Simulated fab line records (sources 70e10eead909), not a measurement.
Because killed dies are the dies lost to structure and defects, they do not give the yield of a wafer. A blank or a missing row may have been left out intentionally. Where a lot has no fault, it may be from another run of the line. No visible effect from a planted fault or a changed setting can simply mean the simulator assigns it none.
Which tool did it? / flow nand harc / 13 lots, 38 wafers sampled, at 5 steps of a route of 1302

== WHAT THE GAUGES READ, wafer by wafer ==
NHARC_HYBRID_BOND_OVL_MEAS_05.
lot=L523; measured=day 23 21:33; on=overlay-02; overlay x nm (nm)=35 5 25; overlay y nm (nm)=-36 44 -43
lot=L524; measured=day 24 05:26; on=overlay-02; overlay x nm (nm)=-16 -61 -100; overlay y nm (nm)=-77 53 8
lot=L526; measured=day 24 15:12; on=overlay-02; overlay x nm (nm)=-32 21 13; overlay y nm (nm)=63 14 39
lot=L527; measured=day 25 16:02; on=overlay-01; overlay x nm (nm)=-13 -7 0; overlay y nm (nm)=36 3 4
lot=L529; measured=day 26 00:01; on=overlay-02; overlay x nm (nm)=-13 -7 -2; overlay y nm (nm)=-70 13 48
lot=L530; measured=day 26 00:01; on=overlay-01; overlay x nm (nm)=-26 -4 11; overlay y nm (nm)=-50 -39 35
lot=L532; measured=day 27 22:20; on=overlay-01; overlay x nm (nm)=-7 11 -2; overlay y nm (nm)=80 33 -3
lot=L533; measured=day 28 07:22; on=overlay-01; overlay x nm (nm)=-38 -43 19; overlay y nm (nm)=-34 5 -48
lot=L531; measured=day 28 07:22; on=overlay-02; overlay x nm (nm)=2 -32 -11; overlay y nm (nm)=-6 6 46
lot=L534; measured=day 28 07:23; on=overlay-01; overlay x nm (nm)=36 1 -43; overlay y nm (nm)=-32 18 79
lot=L537; measured=day 28 23:37; on=overlay-01; overlay x nm (nm)=-33 -27; overlay y nm (nm)=53 51
lot=L535; measured=day 28 23:37; on=overlay-02; overlay x nm (nm)=-1 -51 19; overlay y nm (nm)=-17 -16 8
lot=L546; measured=day 33 03:56; on=overlay-01; overlay x nm (nm)=32 0 -30; overlay y nm (nm)=-18 -4 48

NHARC_END_SORT_01.
lot=L524; measured=day 25 01:04; on=prober-02; defect limited yield (%)=89.7 93.8 91.7; killed at array=66 37 56; killed at other=0 0 0; killed at periphery=4 5 0; killed dies=70 42 56; killed open=4 4 1; killed short=4 2 6; sort_bin_2_pct (%)=3.1 2.5 3.4; sort_bin_3_pct (%)=1.2 0.7 0.7; sort_bin_4_pct (%)=6.1 3.0 4.1; sort n pass=607 635 621; sort rim yield pct (%)=92 90 99; sort yield pct (%)=89.7 93.8 91.7
lot=L530; measured=day 26 20:01; on=prober-01; defect limited yield (%)=94.8 92.9 94.5; killed at array=32 39 30; killed at other=1 1 0; killed at periphery=2 8 7; killed dies=35 48 37; killed open=5 3 4; killed short=3 5 4; sort_bin_2_pct (%)=0.7 1.5 2.2; sort_bin_3_pct (%)=0.1 0.7 0.6; sort_bin_4_pct (%)=4.3 4.9 2.7; sort n pass=642 629 640; sort rim yield pct (%)=96 92 92; sort yield pct (%)=94.8 92.9 94.5
lot=L532; measured=day 28 16:52; on=prober-02; defect limited yield (%)=92.6 91.0 90.8; killed at array=45 60 61; killed at other=0 0 0; killed at periphery=5 1 1; killed dies=50 61 62; killed open=4 1 2; killed short=3 2 2; sort_bin_2_pct (%)=2.5 3.8 3.4; sort_bin_3_pct (%)=0.7 0.4 0.6; sort_bin_4_pct (%)=4.1 4.7 5.2; sort n pass=627 616 615; sort rim yield pct (%)=89 98 93; sort yield pct (%)=92.6 91.0 90.8
lot=L533; measured=day 29 01:23; on=prober-01; defect limited yield (%)=93.2 94.4 94.5; killed at array=45 38 37; killed at other=0 0 0; killed at periphery=1 0 0; killed dies=46 38 37; killed open=3 2 2; killed short=1 2 1; sort_bin_2_pct (%)=1.9 1.6 1.3; sort_bin_3_pct (%)=0.4 0.3 0.4; sort_bin_4_pct (%)=4.4 3.7 3.7; sort n pass=631 639 640; sort rim yield pct (%)=94 96 96; sort yield pct (%)=93.2 94.4 94.5
lot=L531; measured=day 29 09:04; on=prober-02; defect limited yield (%)=92.3 93.5 92.6; killed at array=47 39 46; killed at other=3 2 3; killed at periphery=2 3 1; killed dies=52 44 50; killed open=3 2 3; killed short=1 1 2; sort_bin_2_pct (%)=2.4 3.0 2.1; sort_bin_3_pct (%)=0.6 0.3 1.5; sort_bin_4_pct (%)=4.7 3.2 3.8; sort n pass=625 633 627; sort rim yield pct (%)=90 91 92; sort yield pct (%)=92.3 93.5 92.6
lot=L534; measured=day 29 03:43; on=prober-02; defect limited yield (%)=88.3; killed at array=74; killed at other=0; killed at periphery=5; killed dies=79; killed open=2; killed short=2; sort_bin_2_pct (%)=5.3; sort_bin_3_pct (%)=0.7; sort_bin_4_pct (%)=5.6; sort n pass=598; sort rim yield pct (%)=92; sort yield pct (%)=88.3
lot=L537; measured=day 29 18:49; on=prober-01; defect limited yield (%)=92.3 39.9; killed at array=50 406; killed at other=1 0; killed at periphery=1 1; killed dies=52 407; killed open=3 1; killed short=3 1; sort_bin_2_pct (%)=2.8 20.4; sort_bin_3_pct (%)=0.3 4.7; sort_bin_4_pct (%)=4.6 35.0; sort n pass=625 270; sort rim yield pct (%)=94 37; sort yield pct (%)=92.3 39.9
lot=L535; measured=day 29 17:14; on=prober-02; defect limited yield (%)=90.1 90.3 40.9; killed at array=65 60 392; killed at other=0 0 0; killed at periphery=2 6 8; killed dies=67 66 400; killed open=5 3 3; killed short=1 5 2; sort_bin_2_pct (%)=3.4 2.5 25.1; sort_bin_3_pct (%)=0.4 0.9 4.1; sort_bin_4_pct (%)=6.1 6.4 29.8; sort n pass=610 611 277; sort rim yield pct (%)=90 86 45; sort yield pct (%)=90.1 90.3 40.9

== WHAT TOOL EACH LOT RAN ON (gives the tool, then ch and the chambers of the sampled wafers, and finally the start) ==
lot=L523; NHARC_A_M0_ECD_22=ecd cu-01 ch 0,1, day 23 01:48; NHARC_A_BONDPAD_PVD_27=pvd sputter-02, day 23 21:33 or earlier; NHARC_THIN_TSV_ETCH_15=rie si-02 ch 0,1,2, day 24 01:07
lot=L524; NHARC_A_M0_ECD_22=ecd cu-01 ch 0,1, day 23 12:45; NHARC_A_BONDPAD_PVD_27=pvd sputter-02, day 24 05:26 or earlier; NHARC_THIN_TSV_ETCH_15=rie si-05 ch 2,3, day 24 10:17
lot=L526; NHARC_A_M0_ECD_22=ecd cu-02 ch 0,1, day 23 19:34; NHARC_A_BONDPAD_PVD_27=pvd sputter-03, day 24 15:12 or earlier; NHARC_THIN_TSV_ETCH_15=rie si-02 ch 0,3, day 24 18:46
lot=L527; NHARC_A_M0_ECD_22=ecd cu-02 ch 0,1, day 24 20:27; NHARC_A_BONDPAD_PVD_27=pvd sputter-03, day 25 16:02 or earlier; NHARC_THIN_TSV_ETCH_15=rie si-03 ch 1,3, day 25 19:37
lot=L529; NHARC_A_M0_ECD_22=ecd cu-02 ch 0,1, day 25 02:25; NHARC_A_BONDPAD_PVD_27=pvd sputter-03, day 26 00:01 or earlier; NHARC_THIN_TSV_ETCH_15=rie si-02 ch 0,1, day 26 03:29
lot=L530; NHARC_A_M0_ECD_22=ecd cu-01 ch 0,1, day 25 03:18; NHARC_A_BONDPAD_PVD_27=pvd sputter-03, day 26 00:01 or earlier; NHARC_THIN_TSV_ETCH_15=rie si-05 ch 1,2,3, day 26 04:49
lot=L532; NHARC_A_M0_ECD_22=ecd cu-01 ch 0, day 27 02:10; NHARC_A_BONDPAD_PVD_27=pvd sputter-01, day 27 22:20 or earlier; NHARC_THIN_TSV_ETCH_15=rie si-03 ch 1,2,3, day 28 01:47
lot=L533; NHARC_A_M0_ECD_22=ecd cu-01 ch 0,1, day 27 09:26; NHARC_A_BONDPAD_PVD_27=pvd sputter-01, day 28 07:22 or earlier; NHARC_THIN_TSV_ETCH_15=rie si-05 ch 1,2,3, day 28 10:56
lot=L531; NHARC_A_M0_ECD_22=ecd cu-02 ch 0, day 27 11:17; NHARC_A_BONDPAD_PVD_27=pvd sputter-03, day 28 07:22 or earlier; NHARC_THIN_TSV_ETCH_15=rie si-02 ch 0,2,3, day 28 12:10
lot=L534; NHARC_A_M0_ECD_22=ecd cu-02 ch 0,1, day 27 12:45; NHARC_A_BONDPAD_PVD_27=pvd sputter-01, day 28 07:23 or earlier; NHARC_THIN_TSV_ETCH_15=rie si-03 ch 1,2,3, day 28 13:28
lot=L537; NHARC_A_M0_ECD_22=ecd cu-01 ch 0,1, day 28 03:32; NHARC_A_BONDPAD_PVD_27=pvd sputter-01, day 28 23:37 or earlier; NHARC_THIN_TSV_ETCH_15=rie si-02 ch 0, day 29 03:04
lot=L535; NHARC_A_M0_ECD_22=ecd cu-01 ch 0,1, day 28 05:02; NHARC_A_BONDPAD_PVD_27=pvd sputter-01, day 28 23:37 or earlier; NHARC_THIN_TSV_ETCH_15=rie si-03 ch 0,1,3, day 29 04:13
lot=L546; NHARC_A_M0_ECD_22=ecd cu-02 ch 0,1, day 32 06:32; NHARC_A_BONDPAD_PVD_27=pvd sputter-03, day 33 03:56 or earlier; NHARC_THIN_TSV_ETCH_15=rie si-03 ch 0,1,3, day 33 08:45
- NHARC_A_M0_ECD_22: material Cu, target thk 400 nm.
- NHARC_A_BONDPAD_PVD_27: deposits Cu, target thk 30 nm, time 20.49 s.
- NHARC_THIN_TSV_ETCH_15: target depth 3000 nm, bosch target overetch cycles 2, bosch etch step 2.8 s.

== AS READ BY THE TOOLS THEMSELVES (means over the sampled wafers that have a number; for cases with no such wafer, the mark the record gives instead) ==
NHARC_A_BONDPAD_PVD_27.
lot=L523; tool=pvd sputter-02; throttle valve pct (%)=29.6
lot=L524; tool=pvd sputter-02; throttle valve pct (%)=29.7
lot=L526; tool=pvd sputter-03; throttle valve pct (%)=29.7
lot=L527; tool=pvd sputter-03; throttle valve pct (%)=29.6
lot=L529; tool=pvd sputter-03; throttle valve pct (%)=30.1
lot=L530; tool=pvd sputter-03; throttle valve pct (%)=29.8
lot=L532; tool=pvd sputter-01; throttle valve pct (%)=30.1
lot=L533; tool=pvd sputter-01; throttle valve pct (%)=30.0
lot=L531; tool=pvd sputter-03; throttle valve pct (%)=29.7
lot=L534; tool=pvd sputter-01; throttle valve pct (%)=30.1
lot=L537; tool=pvd sputter-01; throttle valve pct (%)=30.2
lot=L535; tool=pvd sputter-01; throttle valve pct (%)=30.9
lot=L546; tool=pvd sputter-03; throttle valve pct (%)=29.6

NHARC_THIN_TSV_ETCH_15.
lot=L523; tool=rie si-02; drypump motor current A (A)=6.1
lot=L524; tool=rie si-05; drypump motor current A (A)=5.1
lot=L526; tool=rie si-02; drypump motor current A (A)=5.7
lot=L527; tool=rie si-03; drypump motor current A (A)=6.1
lot=L529; tool=rie si-02; drypump motor current A (A)=5.9
lot=L530; tool=rie si-05; drypump motor current A (A)=5.2
lot=L532; tool=rie si-03; drypump motor current A (A)=5.8
lot=L533; tool=rie si-05; drypump motor current A (A)=5.2
lot=L531; tool=rie si-02; drypump motor current A (A)=6.0
lot=L534; tool=rie si-03; drypump motor current A (A)=5.8
lot=L537; tool=rie si-02; drypump motor current A (A)=5.6
lot=L535; tool=rie si-03; drypump motor current A (A)=6.0
lot=L546; tool=rie si-03; drypump motor current A (A)=6.0

== THE ANSWER, worked out from the rows above alone ==
Rule: usual is defined by the lots themselves. Put in order of their means at a reading, lots are off if they are a third of the lots or fewer, leave a main group of 4 or more, and stand apart from it by a gap of 3 or more times the standard deviation of the main group's means; of several such gaps the widest counts. Not used: any main group whose means are identical at the precision the tables above print for the reading. A lot without any number at a reading at which 4 lots or more have one is off too. All remaining lots with rows at the step are treated as sound. After the gauges, taken in route order, come the tools' own readings; for these a lot's mean is taken, as printed above. At the first step where some lot is off, the reading lying furthest off is the one used; lots without a number count as furthest.
Off: L537, L535 (NHARC_END_SORT_01, sort_bin_4_pct). The main group: mean 4.4 %, standard deviation 0.6. Neither off nor sound, because the step has no rows for them: L523, L526, L527, L529, L546.
A tool fits if, at a process step before that reading, it ran every lot that is off, and no sound lot after the first of them. Those tools and the gauges at NHARC_END_SORT_01 are tried in the same way. With no start given for some of its lots, NHARC_A_BONDPAD_PVD_27 uses the hours and lot order of NHARC_HYBRID_BOND_OVL_MEAS_05. This does not decide it: 2 tools fit, namely ecd cu-01 at NHARC_A_M0_ECD_22 and pvd sputter-01 at NHARC_A_BONDPAD_PVD_27.

== WHAT THE SIMULATOR HAD PUT IN ==
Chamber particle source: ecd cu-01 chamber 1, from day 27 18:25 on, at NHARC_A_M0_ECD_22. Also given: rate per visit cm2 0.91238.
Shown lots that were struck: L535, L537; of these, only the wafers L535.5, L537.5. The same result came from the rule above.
